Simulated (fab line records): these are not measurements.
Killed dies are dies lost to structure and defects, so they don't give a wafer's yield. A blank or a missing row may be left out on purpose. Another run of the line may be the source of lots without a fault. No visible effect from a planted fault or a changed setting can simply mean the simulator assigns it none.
Split-lot trial | flow n5 finfet | 7 lots, 21 wafers read, on a route of 1938 steps

== ABOUT THE SPLIT ==
At N5_BEOL_M8_TRENCH_ETCH_37 (etches SiCOH lowk in C4F6/O2, target depth 93.478 nm, time 31.2 s), the setting time s was moved away from the recipe's 31.2 s on 8 of the 21 wafers read, by -13.5% to +20.7%. The other wafers ran this setting at the recipe's value.

== FROM THE SPLIT TO THE READING: what the file shows between them, 11 steps ==
- N5_BEOL_M8_ETCH_41: etches SiCN in CH3F/O2, target depth 31.9 nm, time 57.8 s
- N5_BEOL_M8_STRIP_80: strips in N2/H2, time 10 s
- N5_BEOL_M8_OCD_MEAS_38
- N5_BEOL_M8_HM_STRIP_39: strips TiN in peroxide tin strip, target depth 25 nm, time 158 s
- N5_BEOL_M8_SRD_40: time 30 s
- N5_BEOL_M8_ECD_50: material Cu, target thk 300 nm
- N5_BEOL_M8_ANNEAL_51: time 90 s
- N5_BEOL_M8_CMP_52: polishes, stops on SiCOH lowk, t overpolish 6.9 s, target thk 80 nm
- N5_BEOL_M8_THK_MEAS_53: measures by xrf
- N5_BEOL_M8_PRE_CLEAN_55: time 15 s
- N5_BEOL_M8_DEP_56: deposits SiCN from 3MS/NH3, target thk 10 nm, time 17.5 s

== THE READING ==
At N5_BEOL_M8_RS_MEAS_57, a four-point-probe measurement gives M8_RS in ohm/sq. Typical for fault-free wafers on this fab line: 0.291 ohm/sq, with standard deviation 0.0068 ohm/sq.

wafer  | tool, chamber at the split | time s as run, s | against the recipe | M8_RS, ohm/sq | against lot-mates on the recipe
L075.1 | rie diel-01, 1             | 31.2             | recipe             | 0.304         | -
L075.2 | rie diel-01, 0             | 31.2             | recipe             | 0.290         | -
L075.3 | rie diel-01, 3             | 31.2             | recipe             | 0.296         | -
L074.1 | rie diel-05, 3             | 31.2             | recipe             | 0.290         | -
L074.2 | rie diel-05, 0             | 33.23            | +6.5%              | 0.271         | -0.023
L074.5 | rie diel-05, 2             | 31.2             | recipe             | 0.298         | -
L077.1 | rie diel-05, 0             | 27               | -13.5%             | 0.367         | +0.071
L077.3 | rie diel-05, 2             | 31.2             | recipe             | 0.305         | -
L077.5 | rie diel-05, 1             | 31.2             | recipe             | 0.287         | -
L080.1 | rie diel-01, 1             | 31.2             | recipe             | 0.303         | -
L080.2 | rie diel-01, 0             | 31.2             | recipe             | 0.291         | -
L080.6 | rie diel-01, 1             | 31.2             | recipe             | 0.302         | -
L088.1 | rie diel-01, 0             | 37.67            | +20.7%             | 0.216         | -0.074
L088.2 | rie diel-01, 3             | 37.67            | +20.7%             | 0.223         | -0.067
L088.4 | rie diel-01, 1             | 31.2             | recipe             | 0.290         | -
L092.1 | rie diel-05, 1             | 33.96            | +8.8%              | 0.255         | no lot-mate on the recipe
L092.2 | rie diel-05, 2             | 33.96            | +8.8%              | 0.257         | no lot-mate on the recipe
L092.3 | rie diel-05, 0             | 33.96            | +8.8%              | 0.249         | no lot-mate on the recipe
L093.1 | rie diel-01, 2             | 27.73            | -11.1%             | 0.328         | +0.046
L093.2 | rie diel-01, 0             | 31.2             | recipe             | 0.280         | -
L093.5 | rie diel-01, 3             | 31.2             | recipe             | 0.285         | -

THE FIT
A straight line over all 21 wafers: M8_RS changes by -0.00395 ohm/sq for each +1% of time s; r = -0.97; the points scatter about the line by 0.0089 ohm/sq.
The same after taking each lot's own level away (the mean of its wafers on the recipe; 18 wafers): -0.0038 ohm/sq for each +1%; r = -0.98; scatter 0.0074 ohm/sq.
The reading moves by 0.079 ohm/sq for the largest change in time s, on that fit.
The lots' own levels span 0.2825 to 0.2987 ohm/sq, that is 2.4 times the standard deviation above.
Hence the lot-to-lot level has little effect on the slope; both slopes agree.
Check: -0.0781 ohm/sq against its lot-mates is what the line predicts for one of the wafers moved furthest among these (+20.7%) when that wafer is left out of the fit. Against them it came out at -0.074 ohm/sq.

== FURTHER SPLITS ON THESE WAFERS ==
Note: prior to the reading, these wafers also went through further splits. Each is held against what the fit with the lots' levels taken away leaves over:
other split on the same wafers    | wafers away from the commonest value | r with M8_RS (lot level and that fit taken away)
N5_BEOL_M6_HM_DEP_02 target thk a | 6                                    | -0.13
N5_BEOL_M6_ALD_77 ald cycles      | 7                                    | -0.17
N5_BEOL_M7_COAT_22 spin rpm       | 8                                    | +0.08
N5_BEOL_M7_DESCUM_33 time s       | 6                                    | +0.22
N5_BEOL_M8_ETCH_66 source w       | 10                                   | -0.23

== THE WHOLE CHAIN: every reading that the file lists as answering this split, in the file's order ==
step                      | what it does                                                        | reading                                                                      | change (the file's fit)               | r (the file's)
N5_BEOL_M8_TRENCH_ETCH_37 | etches SiCOH lowk in C4F6/O2, target depth 93.478 nm, time 31.2 s   | etch.depth nm (the simulator's own value, which no gauge read)               | +1.02 nm for each +1% of the setting  | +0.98
N5_BEOL_M8_TRENCH_ETCH_37 | etches SiCOH lowk in C4F6/O2, target depth 93.478 nm, time 31.2 s   | BEOL_M8.feature depth nm (the simulator's own value, which no gauge read)    | +1.02 nm for each +1% of the setting  | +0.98
N5_BEOL_M8_OCD_MEAS_38    |                                                                     | trench depth nm                                                              | +1.02 nm for each +1% of the setting  | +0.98
N5_BEOL_M8_CMP_52         | polishes, stops on SiCOH lowk, t overpolish 6.9 s, target thk 80 nm | Cu_of_BEOL_M8_ECD_50.thk nm (the simulator's own value, which no gauge read) | +0.979 nm for each +1% of the setting | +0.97
N5_BEOL_M8_THK_MEAS_53    | measures by xrf                                                     | M8_THK                                                                       | +0.981 for each +1% of the setting    | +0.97
N5_BEOL_M8_RS_MEAS_57     | measures by four-point-probe                                        | M8_RS                                                                        | -0.00396 for each +1% of the setting  | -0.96

== THE FILE'S OWN FIT ==
M8_RS changes by -0.00396 ohm/sq for each +1% of time s, r = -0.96.
